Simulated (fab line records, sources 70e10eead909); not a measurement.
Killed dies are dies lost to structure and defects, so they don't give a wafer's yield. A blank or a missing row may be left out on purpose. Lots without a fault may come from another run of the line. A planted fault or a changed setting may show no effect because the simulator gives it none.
Chamber matching | flow nand_harc | NHARC_A_STAIRCASE_TRIM_187 on rie_diel-13: 4 sister chambers
The step chemistry O2, time 211.2 s. 4 wafers are shown with their chamber, then 9 later ones without.

WAFERS WITH THEIR CHAMBER
wafer  | chamber | showerhead_plenum_p_Torr (Torr)
L083.3 | 0       | 3.63
L085.3 | 2       | 3.40
L087.4 | 3       | 3.53
L087.6 | 1       | 3.60

WAFERS WITHOUT THEIR CHAMBER
wafer  | showerhead_plenum_p_Torr (Torr)
L093.3 | 3.53
L093.4 | 3.60
L093.6 | 3.39
L094.1 | 3.59
L094.2 | 3.61
L094.4 | 3.52
L097.2 | 3.59
L097.4 | 3.52
L097.5 | 3.52

WHICH CHAMBER EACH WENT THROUGH
wafer  | from the rows above     | in truth
L093.3 | 3                       | 3
L093.4 | 1                       | 1
L093.6 | 2                       | 2
L094.1 | 1                       | 1
L094.2 | can't be placed: 1 or 0 | 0
L094.4 | 3                       | 3
L097.2 | 1                       | 1
L097.4 | 3                       | 3
L097.5 | 3                       | 3
Placed correctly: 8 of 9. Can't be placed from these rows: 1 (the true chamber is among the candidates in 1). Placed wrongly: 0.
How it was worked out, from the rows above alone: a wafer's distance from a chamber is the root of the sum, over the readings, of the square of ((its reading less the chamber's mean) divided by the reading's scatter). The wafer belongs to the nearest chamber; if the next one is less than 2 further off, it can't be placed. A chamber's mean is the mean of its shown wafers. The scatter: with one shown wafer a chamber, the root of the mean of the squares of how far each hidden wafer lies from its nearest shown one.
